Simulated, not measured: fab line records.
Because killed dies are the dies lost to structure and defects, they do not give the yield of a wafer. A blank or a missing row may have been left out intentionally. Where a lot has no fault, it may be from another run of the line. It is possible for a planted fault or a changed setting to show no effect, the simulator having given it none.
Matching of chambers -- flow n5Finfet -- 3 sister chambers for N5_BEOL_M4_ILD_DEP_00 on pecvd-04
The step deposits SiOC from DEMS/O2, target thk 79 nm, time 15.3 s. 6 wafers are shown with their chamber, then 10 later ones without.

== WAFERS WITH THEIR CHAMBER ==
wafer,chamber,throttleValvePct (%),heaterPowerW (W)
L082.4,2,11.7,509
L083.5,2,11.6,558
L091.2,1,12.7,554
L091.6,0,11.7,398
L092.1,1,12.3,518
L092.2,0,11.8,464

== WAFERS MISSING THEIR CHAMBER ==
wafer,throttleValvePct (%),heaterPowerW (W)
L092.3,11.7,596
L093.3,11.7,565
L093.4,11.5,552
L093.6,12.6,569
L095.2,12.8,614
L095.3,11.5,614
L095.4,11.7,605
L097.3,11.9,464
L097.5,11.9,560
L097.6,11.8,458

== THE CHAMBER EACH PASSED THROUGH ==
wafer,from the rows above,in truth
L092.3,2,2
L093.3,2,2
L093.4,2,2
L093.6,1,1
L095.2,1,1
L095.3,2,2
L095.4,2,2
L097.3,can't be placed: 0 or 2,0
L097.5,can't be placed: 2 or 1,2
L097.6,can't be placed: 0 or 2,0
7 of 10 placed correctly. Can't be placed from these rows: 3 (the true chamber is among the candidates in 3). Placed wrongly: 0.
How it was worked out, from the rows above alone: a wafer's distance from a chamber is the root of the sum, over the readings, of the square of ((its reading less the chamber's mean) divided by the reading's scatter). If the next closest chamber is less than 2 further off than the closest, the wafer can't be placed; otherwise it belongs to the closest. A chamber's mean is the mean of its shown wafers. How the scatter is found: for the shown wafers, subtract from each reading the mean of its chamber, square and add these, divide the total by (wafers less chambers), then take the root.
